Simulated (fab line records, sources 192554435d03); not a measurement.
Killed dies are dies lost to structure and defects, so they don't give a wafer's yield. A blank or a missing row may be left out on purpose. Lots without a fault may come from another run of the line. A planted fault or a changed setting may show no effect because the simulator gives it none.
Problem report in the 8D (eight disciplines) form, filled by code | flow n5_finfet | the parts of the form that need people (team, actions taken, sign-off) are left out

1. THE PROBLEM
raw_defect_count at N5_FIN_SAQP_INSPECT_40 reads a mean of 1671 on 1 wafer of 1 lot; wafers without a fault read 251 with a standard deviation of 81. That is +18 standard deviations from the usual mean.
The step: inspects for defects (brightfield).
First seen on wafer L786.5, day 5 15:47, on defect_inspect-01. The record holds 25 wafers of 9 lots with a number at this step. Rule for "out", or "out of limits": more than 4 standard deviations from the usual mean. The other wafers with a number count as sound.

2. WHAT IT IS AND WHAT IT IS NOT
question                    | is                | is not
which readings at this step | raw_defect_count  | -
which lots                  | L786              | L773, L776, L778, L783, L790, L791, L792, L795
which wafers of those lots  | L786.5            | L786.3, L786.6
read on which gauges        | defect_inspect-01 | defect_inspect-02
when                        | from day 5 15:47  | up to then (12 sound wafers); but 12 sound wafers of L790, L791, L792, L795 came after

3. SUSPECTS, AND WHAT RULES EACH OUT
Counting: a tool at a process step up to the reading stays a suspect if it ran every lot that is out. Sound lots after the first of them don't rule it out here, since some wafers of a struck lot are sound.
- the gauge at N5_FIN_SAQP_INSPECT_40: ruled out. All the wafers that are out were read on defect_inspect-01, but those of them that N5_PASSIVATION_PROBE_49 has rows for are out there too, on other tools.
- ald_sin-01 at N5_FIN_SAQP_SPACER2_ALD_28 (deposits SiO2, target thk 8.1 nm, pulse time 1 s, purge time 2 s): kept. It ran the lot that is out, L786 (day 5 14:38); its last sound lot up to then is L778 (day 3 14:34).
- rie_diel-02 at N5_FIN_SAQP_STRIP_77 (strips in N2/H2, time 90 s): kept. It ran the lot that is out, L786 (day 5 15:20); its last sound lot up to then is L778 (day 3 15:07).
- Within ald_sin-01 at N5_FIN_SAQP_SPACER2_ALD_28: the wafers that are out ran in chamber 1; their sound lot-mates ran in chambers 2, 3.
- Within rie_diel-02 at N5_FIN_SAQP_STRIP_77: the wafers that are out ran in chamber 3; their sound lot-mates ran in chambers 0, 1.
Left after counting: ald_sin-01 at N5_FIN_SAQP_SPACER2_ALD_28, rie_diel-02 at N5_FIN_SAQP_STRIP_77.

4. THE CAUSE (what the simulator had put in)
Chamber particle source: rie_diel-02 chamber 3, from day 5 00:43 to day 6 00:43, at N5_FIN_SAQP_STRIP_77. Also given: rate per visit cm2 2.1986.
Counting left 2 suspects, and this tool is among them.

5. THE CHAIN OF EFFECTS, in route order
Each row: a reading whose mean over the struck wafers that have a number lies more than 3 standard deviations from the usual. Only readings for which the record gives a usual standard deviation are gone through. hours: the time from each lot's start at the first step in this table that gives one to its start at this step, as a median over the lots. sigmas: the change in usual standard deviations.
hours | step                    | reading                  | usual     | on struck wafers | change | sigmas
0     | N5_FIN_SAQP_STRIP_77    | showerhead_plenum_p_Torr | 3.39 Torr | 3.16             | -0.23  | -3.7
0     | N5_FIN_SAQP_INSPECT_40  | raw_defect_count         | 251       | 1671             | +1420  | +18
1     | N5_FIN_CUT_INSPECT_10   | raw_defect_count         | 47        | 1496             | +1449  | +97
2     | N5_FIN_CUT_INSPECT_17   | raw_defect_count         | 254       | 1639             | +1385  | +17
287   | N5_PASSIVATION_PROBE_49 | defect_limited_yield     | 91.6 %    | 79.2             | -12.4  | -8.9
287   | N5_PASSIVATION_PROBE_49 | killed_at_front_end      | 36        | 196              | +160   | +13
287   | N5_PASSIVATION_PROBE_49 | killed_dies              | 99        | 246              | +147   | +9.2
287   | N5_PASSIVATION_PROBE_49 | sort_bin_5_function      | 4.9 %     | 12.4             | +7.5   | +8.3
287   | N5_PASSIVATION_PROBE_49 | sort_n_pass              | 1081      | 934              | -147   | -8.6
287   | N5_PASSIVATION_PROBE_49 | sort_yield_pct           | 91.6 %    | 79.2             | -12.4  | -8.9
The process steps in it:
- N5_FIN_SAQP_STRIP_77: strips in N2/H2, time 90 s.
- N5_PASSIVATION_PROBE_49
Later measuring or inspecting steps at which every struck wafer that the step has a row for has a number for every such reading, and none has moved that far: N5_FIN_CUT_OVL_MEAS_09, N5_BEOL_M4_RC_MEAS_101.

6. WHAT WOULD HAVE CAUGHT IT SOONER
In this record the first reading out of limits at a measuring or inspecting step was taken at day 5 15:47, 15 hours after the fault began at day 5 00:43.
Of the tool readings at N5_FIN_SAQP_STRIP_77 for which the record gives a usual standard deviation, none was out on any struck wafer, so an alarm limit of 4 standard deviations on them would not have fired.
All the lots that are out (1) had begun N5_FIN_SAQP_STRIP_77 on rie_diel-02 by day 5 15:47. A hold on the tool at that time would have spared none of them.
